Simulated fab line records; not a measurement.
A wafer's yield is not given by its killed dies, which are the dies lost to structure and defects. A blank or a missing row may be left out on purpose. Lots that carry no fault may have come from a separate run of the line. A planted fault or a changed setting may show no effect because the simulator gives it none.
Code-filled problem report in 8D (eight disciplines) form + flow n5_finfet + the parts of the form that need people (team, actions taken, sign-off) are left out

## 1. PROBLEM STATEMENT
Wafers without a fault read 1500.0 rpm, standard deviation 1; spin_speed_rpm at N5_BEOL_M11_COAT_05 reads a mean of 1459.5 rpm on 6 wafers belonging to 2 lots. That is -40 standard deviations from the usual mean.
The step: resist thk 90 nm.
The first sign was on wafer L603.3 at day 12 23:27, on litho_track-04. Wafers with a number at this step in the record: 18, from 6 lots. By rule, "out" or "out of limits" means more than 4 standard deviations away from the usual mean. The rest of the wafers with a number are treated as sound.

## 2. WHAT IT IS; WHAT IT IS NOT
| question                    | is                     | is not                                                                   |
|-----------------------------|------------------------|--------------------------------------------------------------------------|
| which readings at this step | spin_speed_rpm         | -                                                                        |
| which lots                  | L603, L605             | L600, L602, L608, L612                                                   |
| which wafers of those lots  | all that have a number | -                                                                        |
| read on which tools         | litho_track-04         | litho_track-01, litho_track-02                                           |
| when                        | from day 12 23:27      | up to then (6 sound wafers); but 6 sound wafers of L608, L612 came after |

## 3. SUSPECTS, AND WHAT RULES EACH OUT
Counting: any tool at a process step up to the reading is kept as a suspect provided that every lot that is out went through it and no sound lot did after the first of them.
- pecvd-04 at N5_BEOL_M11_PECVD_70 (deposits SiO2 from TEOS/O2, target thk 20 nm, time 22.7 s): ruled out as a lasting fault. Sound lots L608 ran on it after its first lot that is out, L603 (day 12 22:48).
- litho_track-04 at N5_BEOL_M11_COAT_05 (resist thk 90 nm): kept. Every lot that is out went through it, starting with L603 (day 12 23:27), and after that it ran no sound lot; the last sound lot it ran before then is L602 (day 12 19:57). Its own readings are out on those wafers: spin_speed_rpm.
Remaining after the count: litho_track-04 at N5_BEOL_M11_COAT_05.

## 4. THE CAUSE (what the simulator had put in)
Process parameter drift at N5_BEOL_M11_COAT_05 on litho_track-04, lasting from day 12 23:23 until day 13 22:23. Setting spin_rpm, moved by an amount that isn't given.
The count eliminated every tool but this one.

## 5. SEQUENCE OF EFFECTS, ordered by route
Each row: a reading where the mean over the struck wafers with a number is more than 3 standard deviations away from the usual. Readings are gone through only where the record gives a usual standard deviation; hours: the median, over the lots, of the time from a lot's start at the first step in this table giving one to that lot's start at this step; sigmas: the change measured in usual standard deviations.
| hours | step                | reading        | usual      | on struck wafers | change | sigmas |
|-------|---------------------|----------------|------------|------------------|--------|--------|
| 0     | N5_BEOL_M11_COAT_05 | spin_speed_rpm | 1500.0 rpm | 1459.5           | -40.5  | -40    |
Its process steps:
- N5_BEOL_M11_COAT_05: resist thk 90 nm.
Later steps that measure or inspect, where all struck wafers having a row at the step show a number for every such reading and not one has moved that far: N5_BEOL_M11_CD_MEAS_11, N5_BEOL_M11_OVL_MEAS_12, N5_BEOL_M11_INSPECT_13.

## 6. HOW IT WOULD HAVE BEEN CAUGHT EARLIER
0 hours passed between the start of the fault at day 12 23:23 and the first reading out of limits in this record, taken at day 12 23:27.
